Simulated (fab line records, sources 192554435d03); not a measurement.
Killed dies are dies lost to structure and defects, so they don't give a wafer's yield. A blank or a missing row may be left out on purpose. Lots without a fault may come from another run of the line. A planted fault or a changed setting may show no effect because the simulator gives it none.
A struck lot beside a sound one | flow n5_finfet | 16 steps out of a route of 1938
Sound: wafers L334.3, L334.5, L334.6. Struck: wafers L342.1, L342.3, L342.5. The cause comes at the end.
At each step with rows: each side's tool, then ch and its chambers, then its first start. Under that, the readings that differ: sound wafers | struck wafers | difference of the means | sigmas: that difference in standard deviations of wafers without a fault.
alike: readings whose means differ by less than 2 such deviations, and words and numbers that are the same on both sides. not compared: withheld readings, readings that some wafer has no value for, bounds like >300 that may hide the same value, and numbers for which the record gives no deviation and whose values overlap.
The two part at a step that has a row with sigmas, a row that says differs or no value, or rows on one side only. Numbers that don't overlap but have no deviation are shown without sigmas and don't part them. A reading that every wafer of one side lacks parts them only if that side has two wafers or more.

N5_GATE_CUT_OVL_MEAS_14:
  sound on overlay-02 ch 0, day 4 23:45; struck on overlay-02 ch 0, day 6 19:42
  alike: GATE_CUT_OVL
N5_GATE_CUT_INSPECT_15: inspects for defects (brightfield).
  sound on defect_inspect-01, day 4 23:48; struck on defect_inspect-02, day 6 19:46
  alike: raw_defect_count
then, 3 steps without rows for these wafers: N5_GATE_CUT_DESCUM_18 (chemistry O2, time 7 s); N5_GATE_CUT_ETCH_28 (etches underlayer in N2/H2, target depth 13 nm, time 10.4 s); N5_GATE_CUT_ETCH_36 (etches SiARC in CF4, target depth 13 nm, time 21.7 s).
N5_GATE_CUT_ETCH_37: etches SOC in N2/H2, target depth 60 nm, overetch 12 nm, time 90 s.
  sound on rie_diel-03 ch 1,2,3, day 4 23:55; struck on rie_diel-04 ch 0,1,3, day 6 19:53
  alike: drypump_motor_current_A, oes_product_au, rf_fwd_power_W, rf_vpp_V, showerhead_plenum_p_Torr, throttle_valve_pct
  not compared: rf_hours_counter_h
then, 2 steps without rows for these wafers: N5_GATE_CUT_STRIP_38 (strips in N2/H2); N5_GATE_CUT_STRIP_39 (strips in N2/H2).
N5_GATE_CUT_HM_OPEN_40: chemistry C4F6/O2, target SiO2, target depth 139 nm, time 85.1 s.
  sound on rie_diel-03 ch 1,2,3, day 5 00:01; struck on rie_diel-04 ch 0,1,3, day 6 19:58
  alike: C4F6_flow_sccm, drypump_motor_current_A, etch_rf_on_time_s, oes_product_au, rf_vpp_V, showerhead_plenum_p_Torr, throttle_valve_pct
  not compared: rf_hours_counter_h
then, 1 step without rows for these wafers: N5_GATE_CUT_STRIP_41 (strips in CF4).
N5_GATE_CUT_STRIP_42: strips in O2.
  sound on rie_diel-03 ch 1,2,3, day 5 00:05; struck on rie_diel-04 ch 0,1,3, day 6 20:02
  alike: drypump_motor_current_A, oes_product_au, rf_vpp_V, showerhead_plenum_p_Torr, throttle_valve_pct
  not compared: rf_hours_counter_h
N5_GATE_CUT_ETCH_19: etches SiNx in CH3F/O2, target depth 53.7 nm, time 76.7 s.
  sound on rie_diel-03 ch 1,2,3, day 5 00:08; struck on rie_diel-04 ch 0,1,3, day 6 20:05
  alike: drypump_motor_current_A, etch_rf_on_time_s, oes_product_au, rf_fwd_power_W, rf_vpp_V, showerhead_plenum_p_Torr, throttle_valve_pct
  not compared: rf_hours_counter_h
N5_GATE_CUT_CUT_ETCH_53: etches W in SF6/Cl2, target depth 79.2 nm.
  sound on rie_metal-02 ch 0,1, day 5 00:16; struck on rie_metal-02 ch 0,1, day 6 20:11
  reading               | sound          | struck         | difference | sigmas
  etch_rf_on_time_s (s) | 26.5 25.7 26.4 | 34.0 34.0 33.5 | +7.6       | +14
  rf_fwd_power_W (W)    | 878 876 879    | 662 663 663    | -215       | -69
  alike: drypump_motor_current_A, oes_product_au, throttle_valve_pct
  not compared: rf_hours_counter_h
N5_GATE_CUT_CUT_ETCH_54: etches TiN in Cl2/BCl3, target depth 96.7 nm.
  sound on rie_metal-02 ch 0,1, day 5 00:19; struck on rie_metal-02 ch 0,1, day 6 20:15
  alike: drypump_motor_current_A, etch_rf_on_time_s, oes_product_au, rf_fwd_power_W, throttle_valve_pct
  not compared: rf_hours_counter_h
-- the record jumps here: 3 days lie between the struck wafers' starts before and after (it left off in module GATE_CUT and takes up again in module BEOL_M4, whose first step shown is number 1111 of the route) --
N5_BEOL_M4_RC_MEAS_101:
  sound on prober-01 ch 0, day 8 02:57; struck on prober-01 ch 0, day 9 17:12
  reading        | sound          | struck         | difference | sigmas
  IOFF_P (nA/um) | 0.25 0.25 0.28 | 0.15 0.19 0.17 | -0.09      | -3
  VT_P (mV)      | -247 -247 -245 | -255 -256 -256 | -9         | -3
  alike: DIBL_N, DIBL_P, IOFF_N, ION_N, ION_P, SS_N, SS_P, VT_N
N5_PASSIVATION_PROBE_49:
  the record has rows for the sound wafers here (prober-02, day 12 03:14) and none for the struck ones

WHERE THEY PART
First at N5_GATE_CUT_CUT_ETCH_53; last, within this record, at N5_PASSIVATION_PROBE_49.

WHY: what the simulator had put in
Process parameter drift: rie_metal-02, from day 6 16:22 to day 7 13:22, at N5_GATE_CUT_CUT_ETCH_53. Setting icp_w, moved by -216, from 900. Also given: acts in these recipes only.
